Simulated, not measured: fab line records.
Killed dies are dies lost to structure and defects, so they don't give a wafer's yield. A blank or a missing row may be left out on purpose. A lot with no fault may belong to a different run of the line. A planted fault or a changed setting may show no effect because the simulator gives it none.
Which tool did it? + flow n5Finfet + 13 lots with 31 wafers sampled at 7 steps, on a route of 1938 steps

WHAT THE GAUGES READ, wafer by wafer
N5_BEOL_M1_INSPECT_59: inspects for defects (darkfield).
| lot  | measured     | on               | rawDefectCount |
|------|--------------|------------------|----------------|
| L232 | day 7 18:25  | defectInspect-01 | 34 58 34       |
| L233 | day 7 20:10  | defectInspect-01 | 59 57 84       |
| L236 | day 8 18:52  | defectInspect-01 | 32 58 38       |
| L235 | day 8 21:42  | defectInspect-01 | 55 49 67       |
| L237 | day 9 04:36  | defectInspect-01 | 59 40 86       |
| L241 | day 10 13:40 | defectInspect-01 | 46 49 67       |
| L242 | day 10 13:27 | defectInspect-02 | 65 100 66      |
| L243 | day 10 16:59 | defectInspect-02 | 678            |
| L245 | day 10 23:31 | defectInspect-01 | 579            |
| L244 | day 11 06:46 | defectInspect-01 | 565            |
| L248 | day 11 15:46 | defectInspect-01 | 595            |
| L249 | day 11 20:22 | defectInspect-02 | 43 64 49       |
| L250 | day 12 23:32 | defectInspect-01 | 46 63 63       |

N5_BEOL_M2_INSPECT_13: inspects for defects (brightfield).
| lot  | measured     | on               | rawDefectCount |
|------|--------------|------------------|----------------|
| L232 | day 7 20:12  | defectInspect-01 | 243 244 348    |
| L233 | day 7 21:19  | defectInspect-01 | 373 343 430    |
| L236 | day 8 21:16  | defectInspect-02 | 410 638 487    |
| L235 | day 9 00:47  | defectInspect-01 | 350 242 367    |
| L237 | day 9 05:17  | defectInspect-02 | 386 542 549    |
| L241 | day 10 15:25 | defectInspect-02 | 356 391 568    |
| L242 | day 10 15:15 | defectInspect-01 | 351 423 396    |
| L243 | day 10 20:22 | defectInspect-01 | 991            |
| L245 | day 11 00:19 | defectInspect-02 | 1073           |
| L244 | day 11 07:43 | defectInspect-02 | 901            |
| L248 | day 11 17:22 | defectInspect-02 | 964            |
| L249 | day 11 22:01 | defectInspect-01 | 415 304 345    |
| L250 | day 13 01:23 | defectInspect-02 | 260 233 334    |

N5_BEOL_M2_INSPECT_30: inspects for defects (brightfield).
| lot  | measured     | on               | rawDefectCount |
|------|--------------|------------------|----------------|
| L232 | day 7 21:14  | defectInspect-02 | 285 293 423    |
| L233 | day 7 22:12  | defectInspect-01 | 370 336 430    |
| L236 | day 8 22:26  | defectInspect-01 | 360 585 401    |
| L235 | day 9 01:49  | defectInspect-01 | 353 236 365    |
| L237 | day 9 06:09  | defectInspect-01 | 369 468 475    |
| L241 | day 10 16:19 | defectInspect-01 | 316 326 494    |
| L242 | day 10 16:08 | defectInspect-01 | 362 416 400    |
| L243 | day 10 21:22 | defectInspect-01 | 975            |
| L245 | day 11 01:26 | defectInspect-01 | 1008           |
| L244 | day 11 10:06 | defectInspect-02 | 925            |
| L248 | day 11 18:17 | defectInspect-01 | 901            |
| L249 | day 11 22:53 | defectInspect-01 | 391 334 330    |
| L250 | day 13 02:24 | defectInspect-02 | 246 259 341    |

WHAT TOOL EACH LOT RAN ON (gives the tool, then ch and the chambers of the sampled wafers, and finally the start)
| lot  | N5_BEOL_M1_ANNEAL_91        | N5_BEOL_M1_SPUTTER_94       | N5_BEOL_M1_CO_CAP_55            | N5_BEOL_M1_PRE_CLEAN_56         |
|------|-----------------------------|-----------------------------|---------------------------------|---------------------------------|
| L232 | pvdSputter-02, day 7 15:46  | pvdSputter-02, day 7 16:07  | cvdCo-01 ch 1,2, day 7 18:13    | pecvd-04 ch 0,2, day 7 18:18    |
| L233 | pvdSputter-02, day 7 18:29  | pvdSputter-02, day 7 18:51  | cvdCo-01 ch 0,1,2, day 7 19:57  | pecvd-01 ch 0,1,2, day 7 20:02  |
| L236 | pvdSputter-01, day 8 17:13  | pvdSputter-01, day 8 17:34  | cvdCo-02 ch 0,1,2, day 8 18:39  | pecvd-04 ch 0,1, day 8 18:44    |
| L235 | pvdSputter-01, day 8 20:02  | pvdSputter-01, day 8 20:24  | cvdCo-02 ch 0,2, day 8 21:29    | pecvd-04 ch 0,2, day 8 21:35    |
| L237 | pvdSputter-02, day 9 02:56  | pvdSputter-02, day 9 03:18  | cvdCo-01 ch 0,1, day 9 04:23    | pecvd-04 ch 0,2, day 9 04:29    |
| L241 | pvdSputter-02, day 10 11:44 | pvdSputter-02, day 10 12:06 | cvdCo-01 ch 0,1,2, day 10 13:27 | pecvd-01 ch 0,1,2, day 10 13:33 |
| L242 | pvdSputter-03, day 10 11:48 | pvdSputter-03, day 10 12:10 | cvdCo-02 ch 0,2, day 10 13:14   | pecvd-01 ch 0,1,2, day 10 13:20 |
| L243 | pvdSputter-03, day 10 14:52 | pvdSputter-03, day 10 15:14 | cvdCo-01 ch 1, day 10 16:47     | pecvd-01 ch 2, day 10 16:52     |
| L245 | pvdSputter-03, day 10 21:50 | pvdSputter-03, day 10 22:12 | cvdCo-01 ch 2, day 10 23:17     | pecvd-01 ch 2, day 10 23:23     |
| L244 | pvdSputter-01, day 11 05:07 | pvdSputter-01, day 11 05:28 | cvdCo-02 ch 0, day 11 06:33     | pecvd-01 ch 2, day 11 06:38     |
| L248 | pvdSputter-02, day 11 13:49 | pvdSputter-02, day 11 14:11 | cvdCo-02 ch 0, day 11 15:33     | pecvd-01 ch 2, day 11 15:38     |
| L249 | pvdSputter-01, day 11 18:43 | pvdSputter-01, day 11 19:04 | cvdCo-02 ch 0,2, day 11 20:09   | pecvd-02 ch 0,2, day 11 20:16   |
| L250 | pvdSputter-01, day 12 21:53 | pvdSputter-01, day 12 22:15 | cvdCo-02 ch 1,2, day 12 23:20   | pecvd-02 ch 0,2, day 12 23:25   |
- N5_BEOL_M1_ANNEAL_91: time 240 s.
- N5_BEOL_M1_SPUTTER_94: material Cu, target thk 4.5 nm, time 8.29 s.
- N5_BEOL_M1_CO_CAP_55: material Co, precursor CCTBA/H2, target thk 2 nm, time 102.1 s.
- N5_BEOL_M1_PRE_CLEAN_56: time 15 s.

WHAT THE TOOLS THEMSELVES READ (means of the sampled wafers that have a number; where no wafer has one, the mark that the record gives instead)
N5_BEOL_M1_ANNEAL_91.
| lot  | tool          | heaterPowerW (W) | susceptor_temp_C_max |
|------|---------------|------------------|----------------------|
| L232 | pvdSputter-02 | 804              | 400.6                |
| L233 | pvdSputter-02 | 761              | 401.0                |
| L236 | pvdSputter-01 | 760              | 400.9                |
| L235 | pvdSputter-01 | 723              | 401.1                |
| L237 | pvdSputter-02 | 808              | 400.8                |
| L241 | pvdSputter-02 | 822              | 401.2                |
| L242 | pvdSputter-03 | 850              | 401.1                |
| L243 | pvdSputter-03 | 867              | 400.6                |
| L245 | pvdSputter-03 | 828              | 400.9                |
| L244 | pvdSputter-01 | 615              | 401.4                |
| L248 | pvdSputter-02 | 795              | 400.9                |
| L249 | pvdSputter-01 | 866              | 401.0                |
| L250 | pvdSputter-01 | 822              | 401.1                |

N5_BEOL_M1_SPUTTER_94.
| lot  | tool          | throttleValvePct (%) |
|------|---------------|----------------------|
| L232 | pvdSputter-02 | 30.4                 |
| L233 | pvdSputter-02 | 29.6                 |
| L236 | pvdSputter-01 | 30.4                 |
| L235 | pvdSputter-01 | 29.9                 |
| L237 | pvdSputter-02 | 30.8                 |
| L241 | pvdSputter-02 | 29.4                 |
| L242 | pvdSputter-03 | 29.9                 |
| L243 | pvdSputter-03 | 31.3                 |
| L245 | pvdSputter-03 | 30.0                 |
| L244 | pvdSputter-01 | 30.0                 |
| L248 | pvdSputter-02 | 28.3                 |
| L249 | pvdSputter-01 | 30.5                 |
| L250 | pvdSputter-01 | 29.7                 |

N5_BEOL_M1_CO_CAP_55.
| lot  | tool     | heaterPowerW (W) |
|------|----------|------------------|
| L232 | cvdCo-01 | 242              |
| L233 | cvdCo-01 | 229              |
| L236 | cvdCo-02 | 243              |
| L235 | cvdCo-02 | 242              |
| L237 | cvdCo-01 | 248              |
| L241 | cvdCo-01 | 228              |
| L242 | cvdCo-02 | 249              |
| L243 | cvdCo-01 | 270              |
| L245 | cvdCo-01 | 225              |
| L244 | cvdCo-02 | 247              |
| L248 | cvdCo-02 | 246              |
| L249 | cvdCo-02 | 245              |
| L250 | cvdCo-02 | 239              |

N5_BEOL_M1_PRE_CLEAN_56.
| lot  | tool     | rfFwdPowerW (W) |
|------|----------|-----------------|
| L232 | pecvd-04 | 295.7           |
| L233 | pecvd-01 | 295.8           |
| L236 | pecvd-04 | 294.6           |
| L235 | pecvd-04 | 295.4           |
| L237 | pecvd-04 | 294.8           |
| L241 | pecvd-01 | 295.3           |
| L242 | pecvd-01 | 295.4           |
| L243 | pecvd-01 | 296.5           |
| L245 | pecvd-01 | 297.7           |
| L244 | pecvd-01 | 296.9           |
| L248 | pecvd-01 | 296.4           |
| L249 | pecvd-02 | 294.1           |
| L250 | pecvd-02 | 295.5           |

THE ANSWER, worked out from the rows above alone
Rule: usual is defined by the lots themselves. The widest of any qualifying gaps counts: lots, ordered by their means at a reading, are off when they make up no more than a third of the lots, leave a main group of 4 or more, and stand apart from it by 3 or more times the standard deviation of that group's means. If all means in a main group match to the digits the tables above print for the reading, that group is not used. A lot without any number at a reading at which 4 lots or more have one is off too. Any other lot the step has rows for is counted as sound. The gauges are gone through in route order, then the tools' own readings, and for those a lot's mean is taken as printed above. The first step at which some lot is off is used, and at that step the reading that is off furthest; a lot without a number counts as furthest.
Off: L243, L245, L244, L248 (N5_BEOL_M1_INSPECT_59, rawDefectCount). For the main group the mean is 57 and the standard deviation 10.
A tool fits if, at a process step before that reading, it ran every lot that is off, and no sound lot after the first of them. Gauges at N5_BEOL_M1_INSPECT_59: tried the same way as those tools. One fits: pecvd-01 at N5_BEOL_M1_PRE_CLEAN_56. A fault onset in the window from L241 (day 10 13:33, its last sound lot) to L243 (day 10 16:52, its first lot off) fits.

WHAT THE SIMULATOR HAD PUT IN
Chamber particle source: pecvd-01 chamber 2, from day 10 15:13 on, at N5_BEOL_M1_PRE_CLEAN_56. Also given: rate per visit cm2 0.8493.
Struck lots among those shown: L243, L245, L244, L248. The rule above reached the same finding.
